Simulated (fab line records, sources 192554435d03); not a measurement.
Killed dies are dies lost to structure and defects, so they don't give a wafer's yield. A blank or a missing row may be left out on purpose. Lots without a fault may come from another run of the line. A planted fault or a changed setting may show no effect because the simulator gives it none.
Which tool did it? | flow n5_finfet | 10 lots, 30 wafers sampled, at 5 steps of a route of 1938

WHAT THE GAUGES READ, wafer by wafer
N5_DUMMY_GATE_CD_MEAS_24: target cd 15 nm. Usual: cd_nm 14.9 nm, standard deviation 0.32.
lot  | measured    | on        | cd_nm (nm)     | flag
L504 | day 3 00:02 | cd_sem-01 | 14.2 15.0 15.3 |
L505 | day 3 06:07 | cd_sem-01 | 14.6 14.7 14.4 |
L509 | day 4 07:05 | cd_sem-01 | 15.3 14.7 15.4 |
L512 | day 5 01:46 | cd_sem-01 | 15.0 14.7 15.0 |
L514 | day 5 16:16 | cd_sem-02 | 15.0 15.1 14.9 |
L519 | day 6 16:10 | cd_sem-01 | 15.4 15.6 15.3 |
L521 | day 7 07:53 | cd_sem-01 | 14.7 14.5 15.0 |
L522 | day 7 10:52 | cd_sem-01 | 15.1 14.7 15.2 |
L524 | day 8 03:58 | cd_sem-03 | 15.0 14.9 15.1 |
L526 | day 8 12:17 | cd_sem-03 | 15.3 15.3 15.4 |

N5_BEOL_M4_RC_MEAS_101. Usual: DIBL_N 35.8 mV/V, standard deviation 1.5; DIBL_P 35.8 mV/V, standard deviation 1.7; IOFF_N 0.151 nA/um, standard deviation 0.022; IOFF_P 0.204 nA/um, standard deviation 0.027; ION_N 673 uA/um, standard deviation 8.6; ION_P 462 uA/um, standard deviation 5.4; SS_N 71.4 mV/dec, standard deviation 0.54; SS_P 73.3 mV/dec, standard deviation 0.56; VT_N 250.5 mV, standard deviation 2.6; VT_P -251 mV, standard deviation 3.1.
lot  | measured     | on        | DIBL_N (mV/V)  | DIBL_P (mV/V)  | IOFF_N (nA/um)    | IOFF_P (nA/um)    | ION_N (uA/um) | ION_P (uA/um) | SS_N (mV/dec)  | SS_P (mV/dec)  | VT_N (mV)         | VT_P (mV)      | flag
L504 | day 8 06:47  | prober-01 | 38.2 35.8 35.6 | 37.5 35.9 35.2 | 0.189 0.159 0.153 | 0.202 0.170 0.171 | 675 684 670   | 452 457 454   | 71.7 71.4 71.3 | 74.4 73.3 73.4 | 250.0 247.6 249.0 | -250 -254 -253 |
L505 | day 9 03:01  | prober-01 | 36.7 38.6 35.3 | 36.4 38.9 34.2 | 0.153 0.196 0.126 | 0.202 0.240 0.182 | 689 686 673   | 467 472 462   | 71.5 71.4 70.3 | 73.5 74.0 72.3 | 251.2 245.2 252.9 | -252 -247 -250 |
L509 | day 9 13:22  | prober-02 | 35.3 35.6 35.8 | 34.4 34.9 35.2 | 0.133 0.142 0.139 | 0.209 0.221 0.221 | 668 658 658   | 463 460 464   | 71.6 71.7 71.1 | 73.5 73.2 72.9 | 251.0 251.5 251.9 | -248 -250 -248 |
L512 | day 10 10:56 | prober-02 | 36.0 35.8 35.5 | 36.8 36.5 35.6 | 0.169 0.161 0.147 | 0.232 0.217 0.207 | 680 669 668   | 460 464 462   | 71.8 71.2 70.6 | 73.4 73.5 73.5 | 247.9 250.9 250.3 | -249 -248 -249 |
L514 | day 10 19:15 | prober-02 | 35.9 36.3 36.2 | 33.8 35.0 34.2 | 0.138 0.152 0.145 | 0.196 0.215 0.202 | 679 681 678   | 468 471 464   | 70.7 71.1 70.6 | 73.1 72.9 73.4 | 251.4 248.8 247.7 | -251 -247 -249 |
L519 | day 12 10:07 | prober-01 | 34.4 36.2 33.6 | 33.8 36.0 32.9 | 0.133 0.156 0.116 | 0.180 0.211 0.162 | 673 694 671   | 461 473 467   | 71.4 70.9 70.4 | 72.3 72.5 72.2 | 251.9 249.5 251.5 | -251 -249 -252 |
L521 | day 12 13:46 | prober-01 | 35.9 35.9 35.1 | 34.7 34.7 34.3 | 0.143 0.135 0.128 | 0.183 0.176 0.175 | 681 662 663   | 462 454 456   | 71.0 71.6 71.0 | 73.4 72.7 73.2 | 251.3 252.8 253.3 | -252 -254 -253 |
L522 | day 13 06:08 | prober-02 | 34.0 33.1 32.6 | 35.5 34.0 32.9 | 0.165 0.133 0.132 | 0.218 0.186 0.181 | 681 673 668   | 469 463 462   | 71.8 71.9 71.5 | 73.3 73.2 72.8 | 251.1 253.3 251.0 | -248 -255 -252 |
L524 | day 13 08:37 | prober-02 | 37.3 37.9 36.8 | 36.4 36.9 36.5 | 0.142 0.149 0.144 | 0.227 0.240 0.223 | 665 675 667   | 462 470 467   | 72.2 71.3 71.2 | 74.1 73.2 73.3 | 252.5 251.5 251.5 | -248 -247 -249 |
L526 | day 13 16:02 | prober-02 | 35.6 36.6 36.2 | 34.9 36.5 35.5 | 0.128 0.145 0.137 | 0.158 0.184 0.164 | 664 664 670   | 450 461 460   | 71.2 71.8 70.7 | 72.5 72.6 73.4 | 251.8 250.5 250.4 | -256 -252 -254 |

WHICH TOOL RAN EACH LOT (tool, then ch and the chambers of the sampled wafers, then the start)
lot  | N5_DUMMY_GATE_STRIP_41            | N5_SD_EPI_N_COAT_32              | N5_SD_EPI_N_DESCUM_14
L504 | rie_diel-03 ch 1,2,3, day 2 23:38 | litho_track-02 ch 0, day 3 00:58 | rie_diel-05 ch 0,1, day 3 01:26
L505 | rie_diel-01 ch 0,3, day 3 05:43   | litho_track-05 ch 0, day 3 07:02 | rie_diel-04 ch 1,2,3, day 3 07:27
L509 | rie_diel-03 ch 0,2,3, day 4 06:40 | litho_track-01 ch 0, day 4 07:59 | rie_diel-06 ch 0,1,3, day 4 08:42
L512 | rie_diel-03 ch 0,1,2, day 5 01:21 | litho_track-02 ch 0, day 5 02:48 | rie_diel-06 ch 0,1,2, day 5 03:08
L514 | rie_diel-02 ch 0,1,2, day 5 15:52 | litho_track-02 ch 0, day 5 17:11 | rie_diel-04 ch 1,3, day 5 17:43
L519 | rie_diel-01 ch 0,1,3, day 6 15:46 | litho_track-02 ch 0, day 6 17:31 | rie_diel-05 ch 1,3, day 6 18:12
L521 | rie_diel-02 ch 1,2,3, day 7 07:29 | litho_track-02 ch 0, day 7 09:41 | rie_diel-04 ch 0,1,3, day 7 10:21
L522 | rie_diel-01 ch 1,2,3, day 7 10:28 | litho_track-05 ch 0, day 7 12:02 | rie_diel-04 ch 1,2,3, day 7 12:29
L524 | rie_diel-02 ch 0,2,3, day 8 03:34 | litho_track-01 ch 0, day 8 04:53 | rie_diel-06 ch 0,1, day 8 05:20
L526 | rie_diel-01 ch 0,1,3, day 8 11:53 | litho_track-01 ch 0, day 8 13:13 | rie_diel-04 ch 0,1,3, day 8 13:44
- N5_DUMMY_GATE_STRIP_41: strips in O2.
- N5_SD_EPI_N_COAT_32: time 60 s, resist thk 350 nm.
- N5_SD_EPI_N_DESCUM_14: chemistry O2, time 7.9 s.

WHAT THE TOOLS THEMSELVES READ (means of the sampled wafers that have a number; where no wafer has one, the mark that the record gives instead)
N5_DUMMY_GATE_STRIP_41. Usual: drypump_motor_current_A 6.0 A, standard deviation 0.37; oes_product_au 0.79 a.u., standard deviation 0.072; rf_vpp_V 3.6 V, standard deviation 0.46; showerhead_plenum_p_Torr 2.09 Torr, standard deviation 0.081; temp_c 39.99 C, standard deviation 0.11; throttle_valve_pct 16.71 %, standard deviation 0.25.
lot  | tool        | drypump_motor_current_A (A) | oes_product_au (a.u.) | rf_vpp_V (V) | showerhead_plenum_p_Torr (Torr) | temp_c (C) | throttle_valve_pct (%) | flag
L504 | rie_diel-03 | 5.9                         | 0.81                  | 3.9          | 2.09                            | 39.98      | 16.56                  |
L505 | rie_diel-01 | 5.9                         | 0.80                  | 3.7          | 2.12                            | 40.08      | 16.69                  |
L509 | rie_diel-03 | 5.8                         | 0.83                  | 3.6          | 2.15                            | 39.88      | 16.63                  |
L512 | rie_diel-03 | 6.0                         | 0.78                  | 3.7          | 2.06                            | 39.92      | 16.79                  |
L514 | rie_diel-02 | 6.3                         | 0.75                  | 4.3          | 2.07                            | 39.96      | 16.72                  |
L519 | rie_diel-01 | 6.0                         | 0.82                  | 3.4          | 2.09                            | 39.92      | 16.73                  |
L521 | rie_diel-02 | 6.0                         | 0.80                  | 4.3          | 2.02                            | 39.95      | 16.75                  |
L522 | rie_diel-01 | 5.9                         | 0.77                  | 3.8          | 2.10                            | 39.87      | 16.88                  |
L524 | rie_diel-02 | 6.2                         | 0.73                  | 3.2          | 2.06                            | 39.99      | 16.80                  |
L526 | rie_diel-01 | 6.1                         | 0.80                  | 3.6          | 2.08                            | 40.01      | 16.76                  |

N5_SD_EPI_N_COAT_32. Usual: heater_power_total_W 500.4 W, standard deviation 1.8; plate_temp_C 250.02 C, standard deviation 0.2.
lot  | tool           | heater_power_total_W (W) | plate_temp_C (C) | flag
L504 | litho_track-02 | 499.9                    | 250.05           |
L505 | litho_track-05 | 498.5                    | 250.12           |
L509 | litho_track-01 | 499.7                    | 249.91           |
L512 | litho_track-02 | 500.1                    | 250.07           |
L514 | litho_track-02 | 499.1                    | 249.97           |
L519 | litho_track-02 | 845.9                    | 269.34           | OFF
L521 | litho_track-02 | 846.8                    | 269.09           | OFF
L522 | litho_track-05 | 499.6                    | 250.18           |
L524 | litho_track-01 | 500.6                    | 250.34           |
L526 | litho_track-01 | 499.1                    | 249.91           |

N5_SD_EPI_N_DESCUM_14. Usual: drypump_motor_current_A 5.8 A, standard deviation 0.47; oes_product_au 0.81 a.u., standard deviation 0.093; rf_fwd_power_W 49.29 W, standard deviation 0.23; rf_vpp_V 243.2 V, standard deviation 1.4; showerhead_plenum_p_Torr 2.09 Torr, standard deviation 0.074; temp_c 40.00 C, standard deviation 0.11; throttle_valve_pct 20.41 %, standard deviation 0.18.
lot  | tool        | drypump_motor_current_A (A) | oes_product_au (a.u.) | rf_fwd_power_W (W) | rf_vpp_V (V) | showerhead_plenum_p_Torr (Torr) | temp_c (C) | throttle_valve_pct (%) | flag
L504 | rie_diel-05 | 6.0                         | 0.87                  | 48.92              | 243.0        | 2.06                            | 39.98      | 20.46                  |
L505 | rie_diel-04 | 5.5                         | 0.78                  | 49.34              | 244.5        | 2.16                            | 40.07      | 20.55                  |
L509 | rie_diel-06 | 5.6                         | 0.86                  | 49.28              | 243.3        | 2.09                            | 39.93      | 20.20                  |
L512 | rie_diel-06 | 5.7                         | 0.77                  | 49.26              | 242.9        | 2.09                            | 40.06      | 20.41                  |
L514 | rie_diel-04 | 5.6                         | 0.92                  | 49.53              | 244.5        | 2.17                            | 39.96      | 20.31                  |
L519 | rie_diel-05 | 6.1                         | 0.86                  | 49.03              | 243.0        | 2.06                            | 39.94      | 20.37                  |
L521 | rie_diel-04 | 5.9                         | 0.82                  | 49.41              | 243.5        | 2.12                            | 39.94      | 20.37                  |
L522 | rie_diel-04 | 5.5                         | 0.83                  | 49.23              | 243.3        | 2.15                            | 39.97      | 20.47                  |
L524 | rie_diel-06 | 5.8                         | 0.75                  | 49.15              | 243.3        | 2.06                            | 39.98      | 20.40                  |
L526 | rie_diel-04 | 5.9                         | 0.80                  | 49.31              | 244.0        | 2.11                            | 39.91      | 20.38                  |

THE ANSWER, worked out from the rows above alone
Rule: a lot is off if the mean of its wafers that have a number lies more than 3 standard deviations from the usual mean. A lot without any number at a reading at which 4 lots or more have one is off too. The other lots that the step has rows for count as sound. The gauges are gone through in route order, then the tools' own readings, and for those a lot's mean is taken as printed above. The first step at which some lot is off is used, and at that step the reading that is off furthest; a lot without a number counts as furthest.
Off: L519, L521, at N5_SD_EPI_N_COAT_32 (heater_power_total_W).
A tool fits if, at that step or a process step before it, it ran every lot that is off, and no sound lot after the first of them. One fits: litho_track-02 at N5_SD_EPI_N_COAT_32. Its last sound lot is L514 (day 5 17:11), its first lot that is off L519 (day 6 17:31): a fault that began between those two fits.
The tool's own readings at N5_SD_EPI_N_COAT_32 bear it out: on the lots that are off they differ by more than 5 times the standard deviation of the sound lots' means. heater_power_total_W reads 846.3 W there against 499.6 W on the sound lots; plate_temp_C reads 269.21 C there against 250.07 C on the sound lots.

WHAT THE SIMULATOR HAD PUT IN
Process parameter drift: litho_track-02, from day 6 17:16 on, at N5_SD_EPI_N_COAT_32. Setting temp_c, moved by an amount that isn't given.
Lots struck among those shown: L519, L521. The rule above found the same.
